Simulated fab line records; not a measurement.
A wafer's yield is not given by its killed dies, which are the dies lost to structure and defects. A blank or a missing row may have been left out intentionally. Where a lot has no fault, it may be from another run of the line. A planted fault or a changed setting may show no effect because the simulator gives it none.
fab line records    flow nandHarc
record: lots: 24  wafers: 72  lastDay: 34
route steps=1302 shown A_CONTACT@1081 A_M0@1157 A_M1@1189
lots untouched by any fault: they come from a run of this same line in which no faults occurred
startH: hours from the record's opening day to when the first of the lot's shown wafers began    waitH: hours from the lot's prior step to this one    " identical to the entry in the row above    L1.1+2: several wafers, shown together as one row    - no value, or no start was given    * or withheld: withheld    < > ~ a bound
route shown NAME@n: NAME is a module with steps in the file, n the number in the route of the first one    usual: mean and standard deviation over wafers with no fault    same: alike in all rows    chamber/n: place in a boat    sites: readings site by site    _std_site: standard deviation across them    _edge_site: mean of outer sites minus mean of inner sites    radiusMm: how far each site lies from the wafer's centre    mask NAME#n: copy n    behind: the tool/chamber that last shaped the wafer    hold: why the lot was held/for how many hours/how that ended    device: transistor that didn't switch, given as n, p or np    end of line: the same wafers' tests at the end of the route    a step without rows: its recipe alone    killed: the dies lost at the first sort to structure and to defects; this is not the yield of the wafer    map: a wafer's dies, marking killed ones x, the rest . and places with no die _
set.NAME: setting as actually run; set.NAME@STEP: the setting as run at that earlier step    model.NAME: the simulator's own value behind a step, which no gauge read
steps of the route over a sample of lots; a table a step, a row a wafer
services: the hour from which a tool's chamber was out of use, counted from the record's first day as startH (under 0 if before that day), plus the number of hours and why
== steps ==
step: NHARC_A_CONTACT_DESCUM_13
recipe: timeS: 3  o2FlowSccm: 200  arFlowSccm: 0  biasPowerW: 0  chemistry: O2
usual: chamberPressureMTorr: 60.00/0.052  drypumpMotorCurrentA: 5.69/0.23  oesProductAu: 0.999/0.011  rfVppV: 57.8/0.87  showerheadPlenumPTorr: 1.89/0.096  throttleValvePct: 11.311/0.0088
lot.wafer  tool        chamber  startH  waitH  chamberPressureMTorr  drypumpMotorCurrentA  oesProductAu  rfHoursCounterH  rfVppV  showerheadPlenumPTorr  throttleValvePct
L074.4     rieDiel-01  1        508.92  0.1    60.05                 6.08                  0.999         48               56.9    1.87                   11.329
L074.6     "           0        "       "      59.96                 5.50                  0.994         -                56.8    1.86                   11.322
L074.5     "           1        "       "      60.09                 6.07                  1.004         -                57.1    1.87                   11.315
L076.2     rieDiel-05  0        521.38  0.1    59.98                 5.47                  1.004         16               58.0    1.91                   11.309
L076.1     "           3        "       "      60.01                 5.65                  0.992         14               58.6    1.80                   11.314
L076.5     "           1        "       "      60.08                 5.42                  0.986         -                60.0    1.98                   11.312
L075.1     rieDiel-08  1        524.01  0.1    59.96                 5.48                  1.023         50               57.3    2.04                   11.300
L075.5     "           1        "       "      59.95                 5.50                  1.025         -                58.6    2.04                   11.319
L075.6     "           2        "       "      59.92                 5.84                  0.999         -                57.9    1.80                   11.313
L078.1     rieDiel-01  1        533.65  0.1    59.94                 6.08                  1.009         57               57.3    1.86                   11.329
L078.3     "           0        "       "      60.08                 5.47                  0.985         59               58.1    1.86                   11.313
L078.6     "           2        "       "      60.04                 6.10                  0.995         -                57.6    1.81                   11.328
L077.4     rieDiel-05  0        540.82  0.1    59.97                 5.49                  0.989         19               57.9    1.90                   11.325
L077.1     "           1        "       "      60.03                 5.43                  0.978         19               58.2    1.98                   11.320
L077.6     "           0        "       "      59.96                 5.52                  1.002         -                58.1    1.90                   11.306
L079.3     rieDiel-08  1        542.47  0.1    60.00                 5.48                  1.015         56               60.0    2.04                   11.307
L079.1     "           2        "       "      59.92                 5.83                  1.002         55               58.2    1.80                   11.308
L079.5     "           3        "       "      60.09                 5.93                  1.004         -                57.1    1.85                   11.309
L081.1     rieDiel-05  2        555.33  0.1    60.04                 5.68                  1.000         19               57.4    1.76                   11.310
L081.3     "           3        "       "      59.97                 5.67                  1.006         19               57.4    1.80                   11.312
L081.5     "           3        "       "      59.95                 5.66                  0.993         -                57.0    1.80                   11.314
L080.2     rieDiel-05  3        561.00  0.1    59.98                 5.65                  0.998         20               57.8    1.80                   11.312
L080.3     "           0        "       "      59.99                 5.49                  0.989         22               58.5    1.90                   11.309
L080.6     "           2        "       "      59.99                 5.69                  1.019         -                56.6    1.76                   11.316
L083.4     rieDiel-05  2        583.60  0.1    59.96                 5.73                  1.020         22               56.6    1.76                   11.317
L083.1     "           0        "       "      60.06                 5.47                  0.996         24               57.6    1.90                   11.305
L083.2     "           1        "       "      60.01                 5.43                  0.998         23               57.8    1.98                   11.319
L082.4     rieDiel-01  3        588.58  0.1    60.06                 5.66                  0.981         8                57.6    1.82                   11.322
L082.2     "           0        "       "      59.97                 5.44                  0.994         8                58.0    1.85                   11.302
L082.5     "           1        "       "      60.00                 6.07                  1.002         -                56.6    1.86                   11.320
L085.3     rieDiel-05  3        606.14  0.1    60.03                 5.65                  0.997         1                57.7    1.80                   11.322
L085.5     "           0        "       "      60.06                 5.46                  0.998         -                59.1    1.90                   11.305
L085.6     "           1        "       "      59.99                 5.42                  0.997         -                58.3    1.98                   11.315
L084.2     rieDiel-01  3        606.50  0.1    60.03                 5.68                  0.983         14               57.8    1.82                   11.312
L084.5     "           1        "       "      59.99                 6.09                  1.009         -                56.0    1.85                   11.298
L084.6     "           2        "       "      60.04                 6.08                  0.996         -                58.3    1.80                   11.299
L087.1     rieDiel-05  1        636.37  0.1    60.11                 5.43                  1.000         4                57.2    1.97                   11.301
L087.6     "           3        "       "      59.94                 5.65                  0.995         -                58.1    1.80                   11.310
L087.5     "           0        "       "      59.97                 5.48                  1.012         -                58.1    1.90                   11.301
L086.2     rieDiel-08  0        636.57  0.1    60.05                 5.73                  0.985         26               59.0    2.07                   11.313
L086.6     "           3        "       "      59.86                 5.95                  1.000         -                57.3    1.84                   11.306
L086.5     "           0        "       "      60.06                 5.72                  0.995         -                58.7    2.07                   11.321
L088.3     rieDiel-08  3        654.46  0.1    59.97                 5.92                  1.005         28               57.3    1.84                   11.295
L088.6     "           1        "       "      60.07                 5.50                  1.023         -                58.5    2.02                   11.310
L088.5     "           2        "       "      59.99                 5.83                  1.012         -                57.8    1.79                   11.304
L091.3     rieDiel-05  0        658.16  0.1    59.90                 5.50                  0.999         12               57.7    1.90                   11.313
L091.1     "           1        "       "      60.07                 5.44                  0.998         10               59.2    1.97                   11.325
L091.5     "           0        "       "      60.03                 5.50                  0.981         -                57.9    1.90                   11.318
L090.2     rieDiel-05  1        659.88  0.1    60.00                 5.43                  0.987         10               59.8    1.97                   11.319
L090.1     "           2        "       "      59.92                 5.72                  0.995         13               57.1    2.07                   11.317
L090.6     "           1        "       "      60.04                 5.44                  0.998         -                58.5    1.97                   11.309
L089.3     rieDiel-08  0        663.56  0.1    60.03                 5.71                  0.995         31               57.4    2.07                   11.298
L089.1     "           1        "       "      60.05                 5.50                  1.009         32               57.8    2.02                   11.320
L089.5     "           0        "       "      60.07                 5.74                  0.994         -                58.7    2.07                   11.316
L092.2     rieDiel-05  2        680.92  0.1    59.92                 5.73                  1.007         16               59.4    2.07                   11.325
L092.4     "           3        "       "      60.09                 5.65                  1.010         14               56.8    1.80                   11.324
L092.3     "           0        "       "      59.95                 5.48                  1.023         16               58.2    1.90                   11.306
L093.2     rieDiel-08  1        706.72  0.1    59.99                 5.48                  1.017         43               56.3    2.02                   11.321
L093.5     "           0        "       "      59.99                 5.74                  1.011         -                57.2    2.06                   11.298
L093.6     "           1        "       "      59.96                 5.49                  1.013         -                57.1    2.02                   11.320
L095.3     rieDiel-01  1        707.09  0.1    60.05                 6.08                  1.006         51               57.6    1.84                   11.326
L095.1     "           2        "       "      60.00                 6.10                  0.990         56               59.8    1.79                   11.308
L095.6     "           3        "       "      60.00                 5.71                  0.980         -                58.3    1.81                   11.328
L094.4     rieDiel-01  2        712.22  0.1    59.96                 6.10                  0.987         57               57.7    1.79                   11.298
L094.2     "           3        "       "      60.06                 5.65                  0.980         50               57.8    1.81                   11.318
L094.5     "           1        "       "      60.04                 6.06                  1.001         -                56.3    1.84                   11.314
L096.2     rieDiel-05  0        724.97  0.1    59.96                 5.51                  1.002         22               56.7    1.90                   11.309
L096.1     "           1        "       "      59.84                 5.43                  0.991         20               58.4    1.97                   11.319
L096.3     "           3        "       "      60.01                 5.64                  0.994         20               58.7    1.79                   11.303
L097.1     rieDiel-01  1        762.19  0.1    60.04                 6.10                  0.993         4                58.2    1.84                   11.311
L097.2     "           2        "       "      59.93                 6.14                  0.991         4                56.4    1.79                   11.291
L097.3     "           3        "       "      60.02                 5.67                  0.973         6                55.8    1.80                   11.310
step: NHARC_A_M0_PRE_CLEAN_29
recipe: timeS: 30  tempC: 280  gas: H2/He
usual: heaterPowerW: 401/38
lot.wafer  tool           chamber  startH  waitH  heaterPowerW
L074.4     pvdSputter-02  -        -       -      397
L074.5     "              -        "       "      351
L074.6     "              -        "       "      377
L076.2     pvdSputter-03  -        -       -      405
L076.1     "              -        "       "      420
L076.5     "              -        "       "      369
L075.1     pvdSputter-03  -        -       -      373
L075.5     "              -        "       "      406
L075.6     "              -        "       "      423
L078.1     pvdSputter-02  -        -       -      413
L078.3     "              -        "       "      340
L078.6     "              -        "       "      355
L077.1     pvdSputter-03  -        -       -      375
L077.4     "              -        "       "      396
L077.6     "              -        "       "      390
L079.1     pvdSputter-02  -        -       -      411
L079.3     "              -        "       "      347
L079.5     "              -        "       "      409
L081.1     pvdSputter-01  -        -       -      450
L081.3     "              -        "       "      489
L081.5     "              -        "       "      400
L080.3     pvdSputter-03  -        -       -      393
L080.2     "              -        "       "      391
L080.6     "              -        "       "      378
L083.1     pvdSputter-02  -        -       -      388
L083.2     "              -        "       "      342
L083.4     "              -        "       "      375
L082.4     pvdSputter-03  -        -       -      389
L082.2     "              -        "       "      439
L082.5     "              -        "       "      391
L084.2     pvdSputter-01  -        -       -      507
L084.6     "              -        "       "      504
L084.5     "              -        "       "      403
L085.3     pvdSputter-02  -        -       -      352
L085.5     "              -        "       "      345
L085.6     "              -        "       "      373
L086.2     pvdSputter-03  -        -       -      399
L086.6     "              -        "       "      386
L086.5     "              -        "       "      451
L087.1     pvdSputter-01  -        -       -      432
L087.6     "              -        "       "      391
L087.5     "              -        "       "      429
L088.3     pvdSputter-02  -        -       -      383
L088.5     "              -        "       "      357
L088.6     "              -        "       "      390
L091.1     pvdSputter-03  -        -       -      452
L091.3     "              -        "       "      406
L091.5     "              -        "       "      403
L090.1     pvdSputter-02  -        -       -      382
L090.2     "              -        "       "      343
L090.6     "              -        "       "      368
L089.3     pvdSputter-03  -        -       -      399
L089.1     "              -        "       "      386
L089.5     "              -        "       "      386
L092.4     pvdSputter-03  -        -       -      439
L092.2     "              -        "       "      398
L092.3     "              -        "       "      368
L095.3     pvdSputter-01  -        -       -      424
L095.1     "              -        "       "      399
L095.6     "              -        "       "      423
L093.2     pvdSputter-01  -        -       -      415
L093.5     "              -        "       "      521
L093.6     "              -        "       "      403
L094.4     pvdSputter-02  -        -       -      382
L094.2     "              -        "       "      407
L094.5     "              -        "       "      361
L096.2     pvdSputter-02  -        -       -      410
L096.3     "              -        "       "      347
L096.1     "              -        "       "      350
L097.3     pvdSputter-02  -        -       -      377
L097.1     "              -        "       "      408
L097.2     "              -        "       "      362
step: NHARC_A_M0_CMP_23
recipe: tOverpolishS: 20  targetThkNm: 113.75
usual: motorCurrentA: 12.3/1.1  timeToEndpointS: 29.0/2.2
same: tOverpolishS: 20
lot.wafer  tool    chamber  startH  waitH  motorCurrentA  timeToEndpointS
L074.4     cmp-02  2        521.46  -      11.8           31.4
L074.6     "       3        "       "      14.2           31.6
L074.5     "       0        "       "      12.7           26.8
L076.2     cmp-02  2        533.58  -      11.3           30.4
L076.1     "       0        "       "      12.7           25.2
L076.5     "       3        "       "      14.2           28.3
L075.1     cmp-02  0        536.45  -      12.4           28.6
L075.5     "       1        "       "      12.8           27.9
L075.6     "       2        "       "      11.1           27.4
L078.3     cmp-02  0        546.07  -      13.0           27.5
L078.1     "       2        "       "      11.7           28.4
L078.6     "       0        "       "      12.2           28.0
L077.4     cmp-02  0        553.11  -      12.5           26.6
L077.1     "       2        "       "      11.2           27.9
L077.6     "       1        "       "      12.6           27.5
L079.3     cmp-02  1        554.75  -      11.9           28.5
L079.1     "       3        "       "      14.0           28.7
L079.5     "       0        "       "      12.6           24.9
L081.3     cmp-02  0        567.92  -      12.6           26.4
L081.1     "       1        "       "      11.9           26.6
L081.5     "       0        "       "      12.8           27.2
L080.2     cmp-04  2        573.36  -      12.8           32.3
L080.3     "       0        "       "      11.4           33.4
L080.6     "       2        "       "      12.7           30.6
L083.2     cmp-04  2        596.13  -      13.4           28.1
L083.4     "       3        "       "      11.2           26.0
L083.1     "       0        "       "      10.8           30.3
L082.4     cmp-02  2        606.57  -      12.2           27.1
L082.2     "       0        "       "      12.4           24.7
L082.5     "       1        "       "      12.5           26.4
L084.2     cmp-02  1        618.97  -      12.6           26.8
L084.6     "       2        "       "      11.7           30.2
L084.5     "       3        "       "      13.9           30.2
L085.3     cmp-04  0        619.88  -      11.1           31.8
L085.6     "       0        "       "      10.9           30.0
L085.5     "       1        "       "      12.3           27.1
L086.2     cmp-04  0        649.29  -      11.0           32.8
L086.5     "       3        "       "      10.8           29.5
L086.6     "       0        "       "      11.2           32.3
L087.1     cmp-03  3        649.91  -      13.0           33.0
L087.5     "       0        "       "      13.0           29.9
L087.6     "       1        "       "      13.1           31.3
L088.3     cmp-02  1        666.70  -      12.3           27.4
L088.5     "       3        "       "      14.4           29.4
L088.6     "       0        "       "      12.8           24.7
L091.3     cmp-02  2        670.57  -      11.8           30.4
L091.1     "       0        "       "      12.6           28.0
L091.5     "       3        "       "      14.7           31.2
L090.1     cmp-04  1        672.27  -      11.3           30.0
L090.2     "       2        "       "      12.7           29.3
L090.6     "       0        "       "      11.2           32.2
L089.1     cmp-03  3        678.55  -      12.5           30.3
L089.3     "       1        "       "      12.4           27.2
L089.5     "       0        "       "      13.4           29.0
L092.2     cmp-04  1        693.21  -      11.7           30.2
L092.3     "       3        "       "      11.2           31.7
L092.4     "       0        "       "      10.7           34.1
L095.3     cmp-04  0        719.45  -      11.2           29.6
L095.1     "       1        "       "      11.9           27.2
L095.6     "       0        "       "      10.8           30.7
L093.2     cmp-02  3        719.77  -      14.0           28.5
L093.6     "       2        "       "      11.5           27.4
L093.5     "       3        "       "      14.9           28.0
L094.4     cmp-02  2        724.64  -      11.6           30.2
L094.2     "       0        "       "      12.8           25.5
L094.5     "       1        "       "      12.0           28.0
L096.1     cmp-04  0        737.66  -      11.0           31.5
L096.2     "       1        "       "      11.9           32.7
L096.3     "       2        "       "      12.2           29.1
L097.2     cmp-03  3        777.39  -      12.4           26.5
L097.1     "       1        "       "      11.6           32.1
L097.3     "       2        "       "      11.3           27.0
step: NHARC_A_M0_THK_MEAS_24
recipe: thkMeasGauge: xrf
usual: thkNm: 113.9/1.3
lot.wafer  tool          chamber  startH  waitH  thkNm
L074.4     filmMetro-02  -        521.69  -      113.9
L074.5     "             -        "       "      112.0
L074.6     "             -        "       "      115.4
L076.1     filmMetro-01  -        533.89  -      115.1
L076.2     "             -        "       "      115.3
L076.5     "             -        "       "      113.9
L075.1     filmMetro-01  -        536.68  -      113.3
L075.5     "             -        "       "      114.5
L075.6     "             -        "       "      112.3
L078.1     filmMetro-02  -        546.36  -      113.5
L078.3     "             -        "       "      112.3
L078.6     "             -        "       "      113.1
L077.1     filmMetro-02  -        553.42  -      113.5
L077.4     "             -        "       "      114.4
L077.6     "             -        "       "      115.1
L079.1     filmMetro-01  -        555.04  -      112.0
L079.3     "             -        "       "      113.3
L079.5     "             -        "       "      111.2
L081.1     filmMetro-02  -        568.21  -      112.7
L081.3     "             -        "       "      114.2
L081.5     "             -        "       "      114.0
L080.2     filmMetro-01  -        573.68  -      113.5
L080.3     "             -        "       "      112.8
L080.6     "             -        "       "      113.9
L083.1     filmMetro-02  -        596.41  -      116.6
L083.2     "             -        "       "      113.2
L083.4     "             -        "       "      111.2
L082.2     filmMetro-02  -        606.86  -      114.3
L082.4     "             -        "       "      112.3
L082.5     "             -        "       "      115.4
L084.2     filmMetro-01  -        619.20  -      113.6
L084.5     "             -        "       "      114.0
L084.6     "             -        "       "      112.7
L085.3     filmMetro-01  -        620.20  -      116.3
L085.5     "             -        "       "      114.9
L085.6     "             -        "       "      115.0
L086.2     filmMetro-01  -        649.58  -      114.6
L086.5     "             -        "       "      115.3
L086.6     "             -        "       "      111.9
L087.1     filmMetro-01  -        650.14  -      112.6
L087.5     "             -        "       "      111.2
L087.6     "             -        "       "      113.9
L088.3     filmMetro-01  -        666.96  -      115.6
L088.5     "             -        "       "      115.3
L088.6     "             -        "       "      115.1
L091.1     filmMetro-01  -        670.89  -      114.0
L091.3     "             -        "       "      113.5
L091.5     "             -        "       "      115.0
L090.1     filmMetro-02  -        672.53  -      115.0
L090.2     "             -        "       "      113.8
L090.6     "             -        "       "      115.6
L089.1     filmMetro-02  -        678.86  -      116.4
L089.3     "             -        "       "      115.7
L089.5     "             -        "       "      115.8
L092.2     filmMetro-01  -        693.53  -      115.6
L092.3     "             -        "       "      112.7
L092.4     "             -        "       "      115.3
L095.1     filmMetro-02  -        719.73  -      111.3
L095.3     "             -        "       "      114.2
L095.6     "             -        "       "      113.7
L093.2     filmMetro-02  -        720.06  -      112.8
L093.5     "             -        "       "      114.9
L093.6     "             -        "       "      114.4
L094.2     filmMetro-02  -        724.93  -      112.2
L094.4     "             -        "       "      113.4
L094.5     "             -        "       "      115.2
L096.1     filmMetro-02  -        737.96  -      114.2
L096.2     "             -        "       "      112.3
L096.3     "             -        "       "      115.0
L097.1     filmMetro-02  -        777.71  -      113.6
L097.2     "             -        "       "      114.7
L097.3     "             -        "       "      112.7
step: NHARC_A_M0_DEP_32
recipe: targetThkA: 300  tempC: 370  targetThkNm: 30  pressureTorr: 3  flowSccm: 200  rfW: 450  material: SiCN
usual: heaterPowerW: 576/57
lot.wafer  tool      chamber  startH  waitH  heaterPowerW
L074.5     pecvd-01  2        522.12  0.2    660
L074.4     "         0        "       "      668
L074.6     "         1        "       "      452
L076.1     pecvd-01  1        534.19  0.1    520
L076.2     "         2        "       "      598
L076.5     "         2        "       "      596
L075.1     pecvd-02  1        537.07  0.1    632
L075.6     "         2        "       "      589
L075.5     "         0        "       "      529
L078.1     pecvd-02  0        546.66  0.1    533
L078.3     "         1        "       "      549
L078.6     "         2        "       "      577
L077.1     pecvd-01  1        553.81  0.1    498
L077.6     "         2        "       "      647
L077.4     "         0        "       "      667
L079.1     pecvd-01  2        555.39  0.1    627
L079.3     "         0        "       "      691
L079.5     "         0        "       "      675
L081.1     pecvd-03  1        568.51  0.1    545
L081.3     "         2        "       "      565
L081.5     "         2        "       "      579
L080.2     pecvd-03  2        573.98  0.1    596
L080.3     "         0        "       "      614
L080.6     "         1        "       "      549
L083.1     pecvd-01  0        596.72  0.1    598
L083.2     "         2        "       "      665
L083.4     "         1        "       "      538
L082.2     pecvd-03  0        607.16  0.1    551
L082.4     "         0        "       "      550
L082.5     "         2        "       "      569
L084.2     pecvd-02  2        619.59  0.1    555
L084.5     "         1        "       "      502
L084.6     "         2        "       "      531
L085.3     pecvd-03  0        620.59  0.1    604
L085.5     "         2        "       "      587
L085.6     "         0        "       "      616
L086.2     pecvd-01  2        649.97  0.1    634
L086.5     "         0        "       "      695
L086.6     "         1        "       "      537
L087.1     pecvd-01  0        650.49  0.1    670
L087.6     "         0        "       "      663
L087.5     "         1        "       "      502
L088.3     pecvd-02  2        667.30  0.1    616
L088.6     "         1        "       "      591
L088.5     "         0        "       "      666
L091.3     pecvd-01  1        671.19  0.1    491
L091.1     "         2        "       "      599
L091.5     "         2        "       "      588
L090.2     pecvd-02  2        672.84  0.1    599
L090.1     "         1        "       "      574
L090.6     "         2        "       "      593
L089.3     pecvd-03  2        679.21  0.1    557
L089.1     "         0        "       "      556
L089.5     "         1        "       "      547
L092.2     pecvd-03  1        693.83  0.1    532
L092.3     "         0        "       "      519
L092.4     "         1        "       "      520
L095.3     pecvd-02  2        720.04  0.1    587
L095.1     "         0        "       "      552
L095.6     "         0        "       "      561
L093.2     pecvd-03  0        720.45  0.1    633
L093.6     "         1        "       "      517
L093.5     "         0        "       "      614
L094.2     pecvd-03  1        725.28  0.1    565
L094.4     "         1        "       "      561
L094.5     "         2        "       "      556
L096.1     pecvd-01  2        738.27  0.1    566
L096.2     "         0        "       "      600
L096.3     "         1        "       "      490
L097.2     pecvd-03  1        778.01  0.1    492
L097.1     "         2        "       "      614
L097.3     "         0        "       "      508
step: NHARC_A_M1_DEGAS_29
recipe: tempC: 250  timeS: 60
usual: heaterPowerW: 340/38
lot.wafer  tool           chamber  startH  waitH  heaterPowerW
L074.4     pvdSputter-03  -        524.44  -      350
L074.5     "              -        "       "      340
L074.6     "              -        "       "      305
L076.2     pvdSputter-01  -        536.65  -      380
L076.1     "              -        "       "      358
L076.5     "              -        "       "      377
L075.1     pvdSputter-01  -        539.49  -      399
L075.6     "              -        "       "      320
L075.5     "              -        "       "      359
L078.1     pvdSputter-01  -        549.27  -      375
L078.3     "              -        "       "      399
L078.6     "              -        "       "      364
L077.4     pvdSputter-01  -        556.19  -      412
L077.1     "              -        "       "      349
L077.6     "              -        "       "      415
L079.3     pvdSputter-02  -        557.69  -      330
L079.1     "              -        "       "      282
L079.5     "              -        "       "      331
L081.1     pvdSputter-01  -        570.97  -      403
L081.3     "              -        "       "      317
L081.5     "              -        "       "      353
L080.2     pvdSputter-01  -        576.30  -      320
L080.3     "              -        "       "      356
L080.6     "              -        "       "      355
L083.1     pvdSputter-01  -        599.57  -      373
L083.2     "              -        "       "      416
L083.4     "              -        "       "      328
L082.4     pvdSputter-03  -        609.61  -      312
L082.2     "              -        "       "      331
L082.5     "              -        "       "      323
L084.2     pvdSputter-01  -        621.97  -      331
L084.6     "              -        "       "      369
L084.5     "              -        "       "      410
L085.3     pvdSputter-02  -        623.03  -      334
L085.5     "              -        "       "      307
L085.6     "              -        "       "      327
L086.2     pvdSputter-01  -        652.35  -      402
L086.6     "              -        "       "      373
L086.5     "              -        "       "      410
L087.1     pvdSputter-02  -        652.93  -      281
L087.5     "              -        "       "      306
L087.6     "              -        "       "      334
L088.3     pvdSputter-02  -        669.59  -      275
L088.5     "              -        "       "      303
L088.6     "              -        "       "      337
L091.3     pvdSputter-03  -        673.63  -      310
L091.1     "              -        "       "      369
L091.5     "              -        "       "      326
L090.1     pvdSputter-02  -        675.14  -      285
L090.2     "              -        "       "      338
L090.6     "              -        "       "      285
L089.3     pvdSputter-02  -        681.83  -      329
L089.1     "              -        "       "      287
L089.5     "              -        "       "      321
L092.4     pvdSputter-01  -        696.14  -      331
L092.2     "              -        "       "      342
L092.3     "              -        "       "      424
L095.3     pvdSputter-02  -        722.48  -      286
L095.1     "              -        "       "      287
L095.6     "              -        "       "      311
L093.2     pvdSputter-02  -        722.87  -      295
L093.6     "              -        "       "      327
L093.5     "              -        "       "      281
L094.4     pvdSputter-03  -        727.73  -      310
L094.2     "              -        "       "      318
L094.5     "              -        "       "      328
L096.1     pvdSputter-01  -        740.73  -      410
L096.2     "              -        "       "      326
L096.3     "              -        "       "      348
L097.1     pvdSputter-01  -        780.45  -      376
L097.2     "              -        "       "      394
L097.3     "              -        "       "      325
== services ==
tool           chamber  startH  hours  kind
pvdSputter-02  -        494.27  3.0    repair
pvdSputter-02  -        524.96  4.8    repair
pvdSputter-01  -        531.38  3.2    repair
pvdSputter-03  -        539.25  10.0   pm
pvdSputter-02  -        569.64  9.8    repair
cmp-02         -        579.77  4.0    pm
pvdSputter-01  -        582.00  10.0   pm
pvdSputter-02  -        638.00  10.0   pm
rieDiel-05     3        646.49  9.0    repair
pvdSputter-01  -        649.41  1.6    repair
pvdSputter-03  -        664.65  2.6    repair
pvdSputter-01  -        673.64  2.6    repair
cmp-02         -        674.45  3.0    repair
cmp-02         -        677.77  4.0    pm
pvdSputter-03  -        689.49  1.0    repair
pvdSputter-03  -        707.48  2.2    repair
cmp-02         -        715.87  1.5    repair
pvdSputter-02  -        716.29  4.6    repair
pvdSputter-03  -        717.25  10.0   pm
pvdSputter-01  -        736.19  0.5    repair
rieDiel-05     1        750.74  4.2    repair
cmp-02         -        757.23  3.6    repair
pvdSputter-01  -        760.00  10.0   pm
cmp-02         -        775.77  4.0    pm
== key ==
fault none
